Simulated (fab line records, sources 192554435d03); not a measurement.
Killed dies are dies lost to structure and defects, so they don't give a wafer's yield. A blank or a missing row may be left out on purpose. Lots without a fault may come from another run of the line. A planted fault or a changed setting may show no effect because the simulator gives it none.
fab line records | flow n5_finfet
record lots=4 wafers=11 last_day=19
route steps=1938 shown BEOL_M9@1437 PASSIVATION@1936
lots that met no fault: from a run of the same line without faults
start_h: hours from the record's first day to the start of the lot's first wafer shown | wait_h: hours since the lot's step before | " the same as in the row above | L1.1+2: a row that stands for several wafers | - no value, or no start given | * or withheld: withheld | < > ~ a bound
route shown NAME@n: a module of which the file shows steps, and the number in the route of the first | usual: mean/standard deviation of fault-free wafers | same: alike in all rows | chamber/n: place in a boat | sites: the reading at each site | _std_site: their standard deviation | _edge_site: outer sites' mean less inner sites' | radius_mm: how far each site lies from the wafer's centre | mask NAME#n: copy n | behind: the tool/chamber that last shaped the wafer | hold: why the lot was held/for how many hours/how that ended | device: the transistor (n, p or np) that didn't switch | end of line: the same wafers' tests at the end of the route | a step without rows: its recipe alone | killed: dies lost to structure and defects at the first sort, not the wafer's yield | map: a wafer's dies, x killed, . not, _ none there
set.NAME: the setting as run; set.NAME@STEP: as run at that earlier step | model.NAME: the simulator's own value behind a step, which no gauge read
lots at some steps of the route; a table a step, a row a wafer
services: from which hour (start_h, from the record's first day; less than 0 if before it) a tool's chamber was out of use, for how many hours, and why
## steps
# step N5_BEOL_M9_DESCUM_33
# recipe chemistry=O2 time_s=7 source_power_w=50 bias_power_w=20 pressure_mtorr=20 rf_frequency_hz=2.712e+07 temp_c=40 resist=CAR-EUV o2_flow_sccm=225
# step N5_BEOL_M9_ETCH_76
# recipe chemistry=N2/H2 target=underlayer target_depth_a=65 mask_material=CAR-EUV time_s=5.2 ion_energy_ev=200 pressure_mtorr=30 source_w=840 bias_w=150 n2_flow_sccm=200 h2_flow_sccm=200 ends=cleared
# step N5_BEOL_M9_ETCH_65
# recipe chemistry=CF4 target=SiARC target_depth_a=156 mask_material=CAR-EUV time_s=26 ion_energy_ev=80 pressure_mtorr=40 source_w=545 bias_w=36 Ar_flow_sccm=100 cf4_flow_sccm=100 ends=cleared
# step N5_BEOL_M9_ETCH_66
# recipe chemistry=N2/H2 target=SOC target_depth_a=800 overetch_a=160 mask_material=SiARC temp_c=40 time_s=120 ion_energy_ev=200 pressure_mtorr=30 source_w=840 bias_w=150 n2_flow_sccm=200 h2_flow_sccm=200
# step N5_BEOL_M9_STRIP_69
# recipe chemistry=N2/H2 temp_c=40 n2_flow_sccm=200 h2_flow_sccm=200 rf_frequency_hz=6e+07
# step N5_BEOL_M9_STRIP_77
# recipe chemistry=N2/H2 temp_c=40 n2_flow_sccm=200 h2_flow_sccm=200 rf_frequency_hz=6e+07
# step N5_BEOL_M9_VIA_ETCH_34
# recipe chemistry=C4F6/O2 target=SiCOH_lowk target_depth_a=1824 mask_material=SOC taper_deg=4 time_s=68.4 ion_energy_ev=250 pressure_mtorr=30 source_w=345 bias_w=185 Ar_flow_sccm=300 C4F6_flow_sccm=10 O2_flow_sccm=10
# step N5_BEOL_M9_STRIP_73
# recipe chemistry=C4F6/O2 resist=SiARC rf_frequency_hz=6e+07
# step N5_BEOL_M9_STRIP_36
# recipe chemistry=N2/H2 power_w=450 temp_c=40 pressure_mtorr=20 rf_frequency_hz=6e+07 overash_fraction=0.3 bias_power_w=7 h2_frac=0.5 n2_flow_sccm=200 h2_flow_sccm=200
# step N5_BEOL_M9_TRENCH_ETCH_37
# recipe chemistry=C4F6/O2 target_depth_a=1514.3 target=SiCOH_lowk time_s=49 ion_energy_ev=250 pressure_mtorr=30 source_w=345 bias_w=185 Ar_flow_sccm=300 C4F6_flow_sccm=10 O2_flow_sccm=10
# usual bias_w=184.9/0.6 drypump_motor_current_A=5.6/0.38 oes_product_au=0.78/0.088 rf_vpp_V=666/18 showerhead_plenum_p_Torr=2.87/0.1 throttle_valve_pct=21.0/0.38
# columns lot.wafer tool chamber start_h wait_h bias_w drypump_motor_current_A oes_product_au rf_hours_counter_h rf_vpp_V showerhead_plenum_p_Torr throttle_valve_pct model.BEOL_M9.feature_depth_nm model.etch.depth_nm model.TiN_of_BEOL_M9_HM_DEP_02.thk_nm
L572.2 rie_diel-03 0 330.25 - 184.0 5.2 0.87 34 619 2.78 20.9 156.6 156.6 16
L572.3 " 2 " " 184.1 5.9 0.69 240 664 2.69 20.6 151 151 16.2
L572.5 " 2 " " 184.6 6.0 0.68 - 666 2.68 20.6 150.8 150.8 16.2
L577.3 rie_diel-03 3 350.36 - 186.1 6.5 0.71 182 672 2.87 21.1 146.6 146.7 15.4
L577.4 " 0 " " 145.6 5.2 0.83 42 511 2.78 20.9 147 147 15.8
L577.6 " 2 " " 184.6 6.0 0.67 - 665 2.68 20.6 150.8 150.7 15.4
L578.2 rie_diel-03 0 370.31 - 145.2 5.2 0.82 47 510 2.77 20.9 145.6 145.6 16.2
L578.4 " 0 " " 145.1 5.2 0.82 - 512 2.77 20.9 144.6 144.7 16.4
L578.6 " 3 " " 184.8 6.5 0.70 - 671 2.87 21.1 145 145 15.8
L585.2 rie_diel-06 3 388.01 - 184.6 5.4 0.86 58 693 3.02 21.3 149.6 149.6 15.8
L585.3 " 2 " " 185.6 5.8 0.68 231 661 2.95 20.7 145 145.1 16
# step N5_BEOL_M9_ETCH_41
# recipe chemistry=CH3F/O2 target=SiCN target_depth_a=366 taper_deg=2 time_s=70.1 ion_energy_ev=120 mask_material=TiN pressure_mtorr=30 source_w=395 bias_w=75 Ar_flow_sccm=150 CH3F_flow_sccm=30 O2_flow_sccm=20
# step N5_BEOL_M9_STRIP_80
# recipe chemistry=N2/H2 time_s=10 power_w=450 temp_c=40 pressure_mtorr=20 rf_frequency_hz=6e+07 bias_power_w=7 n2_flow_sccm=200 h2_flow_sccm=200
# step N5_BEOL_M9_HM_STRIP_39
# recipe chemistry=peroxide_tin_strip material=TiN target_depth_a=250 temp_c=50 time_s=158
# step N5_BEOL_M9_SRD_40
# recipe time_s=30 temp_c=23 rinse_liquid=diw dry=ipa_marangoni
# step N5_BEOL_M9_PRECLEAN_42
# recipe chemistry=residue_remover time_s=60 temp_c=40
# step N5_BEOL_M9_SRD_43
# recipe time_s=30 temp_c=23 rinse_liquid=diw dry=ipa_marangoni
# step N5_BEOL_M9_CURE_72
# recipe temp_c=370 time_s=120 ambient=DMADMS/He material=SiCOH_lowk
# step N5_BEOL_M9_DEGAS_44
# recipe ambient=vacuum temp_c=250 time_s=60
# step N5_BEOL_M9_PRE_CLEAN_45
# recipe gas=H2/He time_s=30 temp_c=250
# step N5_BEOL_M9_ALD_74
# recipe material=TaN target_thk_a=20 temp_c=275 ald_precursor_family=PDMAT ald_co_reactant=NH3 pressure_torr=3 carrier_flow_sccm=1500 pulse_time_s=2 purge_time_s=3 co_reactant_purge_time_s=2 co_reactant_pulse_time_s=3 ald_cycles=40 precursor_vessel_temp_c=75 precursor_vessel_pressure_torr=26.25 precursor_vessel_carrier_sccm=1000
# step N5_BEOL_M9_SURFACE_TREAT_79
# recipe gas=Ar time_s=* ion_energy_ev=* ion_current_ma_cm2=0.5 pressure_mtorr=* ar_flow_sccm=30
# step N5_BEOL_M9_CVD_78
# recipe material=Co target_thk_a=20 temp_c=withheld precursor=CCTBA/H2 pressure_torr=30 time_s=138.9
# step N5_BEOL_M9_SPUTTER_48
# recipe material=Cu target_thk_a=120 temp_c=-20 bias_v=60 power_w=26000 chamber_pressure_pa=0.13 time_s=2
# step N5_BEOL_M9_ECD_50
# recipe material=Cu target_thk_a=3180
# step N5_BEOL_M9_ANNEAL_51
# recipe temp_c=225 time_s=90 ambient=N2
# step N5_BEOL_M9_CMP_52
# recipe stop_on=SiCOH_lowk t_overpolish_s=7 down_force_psi=1 platen_rpm=50 clearing_platen_down_force_psi=1.5 clearing_platen_rpm=50 post_cmp_clean=cu_alkaline target_thk_nm=140 clearing_platen_pad_velocity_m_s=0.99484 pad_velocity_m_s=0.99484
# usual barrier_field_endpoint_s=28.6/0.81 head_pressure_psi=1.0001/0.0023 motor_current_A=5.7/0.67 overpolish_run_s=7.001/0.0088 time_to_endpoint_s=64/4
# columns lot.wafer tool chamber start_h wait_h barrier_field_endpoint_s head_pressure_psi motor_current_A overpolish_run_s time_to_endpoint_s model.Cu_of_BEOL_M9_ECD_50.thk_nm
L572.2 cmp-02 0 332.61 0.2 29.4 0.9976 5.4 6.999 68 145
L572.3 " 3 " " 28.5 0.9960 5.7 6.998 67 139.4
L572.5 " 0 " " 29.1 1.0021 5.3 6.997 68 138.4
L577.3 cmp-03 1 353.48 0.2 29.7 0.9983 6.2 6.990 67 135.6
L577.4 " 2 " " 28.7 1.0010 5.6 7.019 61 134.2
L577.6 " 1 " " 29.9 0.9994 5.9 7.001 68 141
L578.2 cmp-02 1 373.06 0.2 27.9 0.9986 5.0 6.999 59 131.8
L578.4 " 2 " " 28.5 1.0000 4.4 7.008 59 130.8
L578.6 " 1 " " 29.1 0.9993 5.2 7.003 62 131.2
L585.3 cmp-03 3 391.19 0.2 28.6 1.0030 6.3 7.001 67 133.8
L585.2 " 2 " " 29.3 0.9983 5.9 6.989 65 137.4
# step N5_PASSIVATION_PROBE_49
# usual defect_limited_yield=91.1/1.4 killed_at_M0_to_M3=34/9.6 killed_at_M4_up=15/5.3 killed_at_contacts=12/6.1 killed_at_front_end=40/11 killed_at_other=3.5/2.8 killed_dies=105/17 killed_open=70/12 killed_short=34/7.7 sort_bin_5_function=5.2/0.97 sort_bin_6_memory=3.4/0.62 sort_n_pass=1075/17 sort_yield_pct=91.1/1.4
# same gross_dies=1180 killed_at_back_side=0 sort_bin_4_leakage[%]=0 sort_bin_8_speed[%]=0
# columns lot.wafer tool chamber start_h wait_h defect_limited_yield[%] killed_at_M0_to_M3 killed_at_M4_up killed_at_contacts killed_at_front_end killed_at_other killed_dies killed_open killed_short sort_bin_5_function[%] sort_bin_6_memory[%] sort_n_pass sort_yield_pct[%]
L577.3 prober-02 - 408.24 0.2 90.8 44 11 15 33 6 109 70 38 5.9 3.0 1071 90.8
L577.4 prober-02 - 408.29 0.3 90.1 41 16 15 37 8 117 78 37 6.9 2.5 1063 90.1
L577.6 prober-02 - 408.39 0.4 91.1 16 9 25 52 3 105 72 22 4.7 3.1 1075 91.1
L578.6 prober-01 - 435.98 0.3 93.1 41 8 5 25 2 81 61 19 4.2 2.6 1099 93.1
L585.3 prober-02 - 449.95 0.1 89.7 43 12 15 47 4 121 81 37 5.5 4.0 1059 89.7
# killed by level:class
L577.3 BEOL_M0_SAQP:geometric_particle:short=11 MOL_CONTACT_COAG:geometric_particle:open=10 BEOL_M1:geometric_particle:open=9 BEOL_M2:geometric_particle:open=9 STI_FIN_REVEAL:geometric_particle:open=8 BEOL_M0_SAQP:geometric_particle:open=8 GATE_CUT:geometric_particle:short=5 MOL_CONTACT_COAG:geometric_particle:short=5
L577.4 MOL_CONTACT_COAG:geometric_particle:open=10 BEOL_M0_SAQP:geometric_particle:open=9 BEOL_M2:geometric_particle:open=9 DUMMY_GATE:geometric_particle:open=8 BEOL_M1:geometric_particle:open=8 FIN_SAQP:geometric_particle:open=6 BEOL_M0_SAQP:geometric_particle:short=6 BEOL_M2:geometric_particle:short=6
L577.6 MOL_CONTACT_COAG:geometric_particle:open=19 STI_FIN_REVEAL:geometric_particle:open=14 FIN_SAQP:geometric_particle:open=9 HKMG_FIN:area_etch=9 BEOL_M0_SAQP:geometric_particle:open=7 MOL_CONTACT_COAG:geometric_particle:short=6 STARTING-WAFER:geometric_particle:short=4 BEOL_M2:geometric_particle:open=4
L578.6 BEOL_M3:geometric_particle:open=12 BEOL_M2:geometric_particle:open=9 BEOL_M0_SAQP:geometric_particle:open=8 FIN_SAQP:geometric_particle:short=6 FIN_SAQP:geometric_particle:open=5 MOL_CONTACT_COAG:geometric_particle:open=5 BEOL_M3:geometric_particle:short=5 BEOL_M4:geometric_particle:open=5
L585.3 BEOL_M0_SAQP:geometric_particle:open=16 MOL_CONTACT_COAG:geometric_particle:open=13 FIN_SAQP:geometric_particle:short=11 BEOL_M2:geometric_particle:open=9 STI_FIN_REVEAL:geometric_particle:open=8 FIN_SAQP:geometric_particle:open=7 BEOL_M0_SAQP:geometric_particle:short=7 BEOL_M3:geometric_particle:open=6
## services
# columns tool chamber start_h hours kind
rie_diel-06 2 340.34 7.7 repair
cmp-03 - 340.41 4.6 repair
rie_diel-03 2 363.34 - clean
rie_diel-03 2 363.34 - consumable_replace:focus_ring
rie_diel-03 2 363.34 - consumable_replace:showerhead
rie_diel-03 2 363.34 22.2 scheduled_down
rie_diel-03 2 363.34 22.2 vent_cycle
cmp-03 - 372.88 3.3 repair
## key
first_sign step=N5_BEOL_M9_TRENCH_ETCH_37 reading=bias_w direction=down sigmas=66 usual=* struck=*
effect step=N5_BEOL_M9_TRENCH_ETCH_37 reading=rf_vpp_V direction=down sigmas=8.5 usual=666 struck=511
model_effect step=N5_BEOL_M9_TRENCH_ETCH_37 value=BEOL_M9.feature_depth_nm without=156.9 struck=145.7
model_effect step=N5_BEOL_M9_CMP_52 value=Cu_of_BEOL_M9_ECD_50.thk_nm without=143.5 struck=132.3
met_at N5_BEOL_M9_TRENCH_ETCH_37
struck_wafers L577.4,L578.2,L578.4
onset_between 330.25 350.36
fault kind=process_parameter_drift tool=rie_diel-03 chamber=0 onset_h=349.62 steps=N5_BEOL_M9_TRENCH_ETCH_37 channel=bias_w offset=* shape=step end_h=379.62 acts_in=* stated=*
